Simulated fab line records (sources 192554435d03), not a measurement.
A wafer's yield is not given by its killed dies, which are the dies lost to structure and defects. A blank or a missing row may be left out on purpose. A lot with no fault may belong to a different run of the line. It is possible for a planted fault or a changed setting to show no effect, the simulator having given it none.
Which of the tools did it? -- flow n5 finfet -- 36 wafers from 12 lots sampled at 4 of the route's 1938 steps

## WHAT EACH GAUGE READ, for each wafer
N5_BEOL_M9_THK_MEAS_01. Usual: M9_ILD_THK 268 nm, standard deviation 4.
lot,measured,on,M9_ILD_THK (nm),flag
L912,day 10 10:00,film metro-02,271 268 272,
L913,day 10 23:03,film metro-02,265 264 268,
L916,day 11 09:02,film metro-01,262 270 270,
L918,day 11 17:40,film metro-01,262 263 269,
L919,day 12 00:21,film metro-01,265 265 272,
L921,day 13 00:08,film metro-02,269 270 273,
L923,day 13 22:41,film metro-01,270 272 276,
L933,day 15 10:44,film metro-01,261 268 268,
L931,day 15 11:49,film metro-01,269 272 271,
L932,day 16 08:20,film metro-02,266 270 273,
L934,day 16 16:20,film metro-01,266 272 275,
L935,day 17 02:13,film metro-02,266 268 267,

## TOOL THAT RAN EACH LOT (tool first, then ch and the chambers of the sampled wafers, then the start)
lot,N5_BEOL_M8_DEGAS_44,N5_BEOL_M8_PRE_CLEAN_45,N5_BEOL_M8_PRE_CLEAN_55
L912,"pvd sputter-01, day 10 05:29","pvd sputter-01, day 10 05:31","pecvd-02 ch 0,1,2, day 10 09:16"
L913,"pvd sputter-01, day 10 20:32","pvd sputter-01, day 10 20:35","pecvd-03 ch 0,1,2, day 10 22:18"
L916,"pvd sputter-03, day 11 06:50","pvd sputter-03, day 11 06:52","pecvd-02 ch 0,1, day 11 08:17"
L918,"pvd sputter-02, day 11 14:50","pvd sputter-02, day 11 14:52","pecvd-03 ch 0,2, day 11 16:55"
L919,"pvd sputter-03, day 11 21:56","pvd sputter-03, day 11 21:58","pecvd-02 ch 0,1,2, day 11 23:36"
L921,"pvd sputter-01, day 12 21:35","pvd sputter-01, day 12 21:37","pecvd-03 ch 0,1,2, day 12 23:24"
L923,"pvd sputter-02, day 13 19:59","pvd sputter-02, day 13 20:01","pecvd-03 ch 0,1,2, day 13 21:58"
L933,"pvd sputter-02, day 15 08:25","pvd sputter-02, day 15 08:28","pecvd-02 ch 0,2, day 15 09:57"
L931,"pvd sputter-01, day 15 09:22","pvd sputter-01, day 15 09:24","pecvd-01 ch 0,2, day 15 11:04"
L932,"pvd sputter-01, day 16 05:31","pvd sputter-01, day 16 05:33","pecvd-02 ch 0,2, day 16 07:33"
L934,"pvd sputter-01, day 16 13:59","pvd sputter-01, day 16 14:02","pecvd-02 ch 0,1,2, day 16 15:35"
L935,"pvd sputter-02, day 16 23:13","pvd sputter-02, day 16 23:16","pecvd-01 ch 0,2, day 17 01:26"
- N5_BEOL_M8_DEGAS_44: time 60 s.
- N5_BEOL_M8_PRE_CLEAN_45: time 30 s.
- N5_BEOL_M8_PRE_CLEAN_55: time 15 s.

## AS READ BY THE TOOLS THEMSELVES (means over the sampled wafers that have a number; for cases with no such wafer, the mark the record gives instead)
N5_BEOL_M8_DEGAS_44. Usual: heater power w 337 W, standard deviation 23; susceptor temp C 250.01 C, standard deviation 0.17.
lot,tool,heater power w (W),susceptor temp C (C),flag
L912,pvd sputter-01,356,249.98,
L913,pvd sputter-01,358,250.08,
L916,pvd sputter-03,341,249.95,
L918,pvd sputter-02,293,249.80,
L919,pvd sputter-03,341,249.88,
L921,pvd sputter-01,355,250.01,
L923,pvd sputter-02,328,250.06,
L933,pvd sputter-02,345,250.06,
L931,pvd sputter-01,345,249.93,
L932,pvd sputter-01,352,249.93,
L934,pvd sputter-01,352,250.06,
L935,pvd sputter-02,326,250.01,

N5_BEOL_M8_PRE_CLEAN_45. Usual: heater power w 337 W, standard deviation 22; susceptor temp C 249.97 C, standard deviation 0.17.
lot,tool,heater power w (W),susceptor temp C (C),flag
L912,pvd sputter-01,355,249.93,
L913,pvd sputter-01,352,249.91,
L916,pvd sputter-03,338,250.09,
L918,pvd sputter-02,291,250.17,
L919,pvd sputter-03,339,250.04,
L921,pvd sputter-01,354,250.16,
L923,pvd sputter-02,331,250.14,
L933,pvd sputter-02,347,249.95,
L931,pvd sputter-01,343,249.88,
L932,pvd sputter-01,350,249.84,
L934,pvd sputter-01,346,250.05,
L935,pvd sputter-02,330,250.08,

N5_BEOL_M8_PRE_CLEAN_55. Usual: rf fwd power W reads 294.6 W (standard deviation 1.8).
lot,tool,rf fwd power W (W),flag
L912,pecvd-02,293.8,
L913,pecvd-03,295.3,
L916,pecvd-02,294.2,
L918,pecvd-03,294.7,
L919,pecvd-02,293.9,
L921,pecvd-03,262.8,OFF
L923,pecvd-03,263.0,OFF
L933,pecvd-02,292.7,
L931,pecvd-01,296.1,
L932,pecvd-02,292.9,
L934,pecvd-02,293.4,
L935,pecvd-01,295.9,

## THE ANSWER, worked out from the rows above alone
Rule: lot off if the mean of its wafers having a number is beyond 3 standard deviations from the usual mean. Also off: a lot with no number at a reading for which 4 or more lots have one. Where the step has rows for the other lots, those lots are counted as sound. After the gauges, taken in route order, come the tools' own readings; for these a lot's mean is taken, as printed above. At the first step where some lot is off, the reading lying furthest off is the one used; lots without a number count as furthest.
Off: L921, L923 (N5_BEOL_M8_PRE_CLEAN_55, rf fwd power W).
If a tool, at that step or one of the process steps before it, ran each lot that is off and ran no sound lot following the first of them, it fits. One candidate fits, namely pecvd-03 at N5_BEOL_M8_PRE_CLEAN_55. A fault onset in the window from L918 (day 11 16:55, its last sound lot) to L921 (day 12 23:24, its first lot off) fits.
The tool's own readings at N5_BEOL_M8_PRE_CLEAN_55 bear it out: on the lots that are off they differ by more than 5 times the standard deviation of the sound lots' means. rf fwd power W reads 262.9 W there against 294.3 W on the sound lots.

## WHAT THE SIMULATOR PUT IN
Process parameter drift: pecvd-03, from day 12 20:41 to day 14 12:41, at N5_BEOL_M8_PRE_CLEAN_55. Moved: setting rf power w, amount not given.
Shown lots that were struck: L921, L923. Same finding as the rule above.
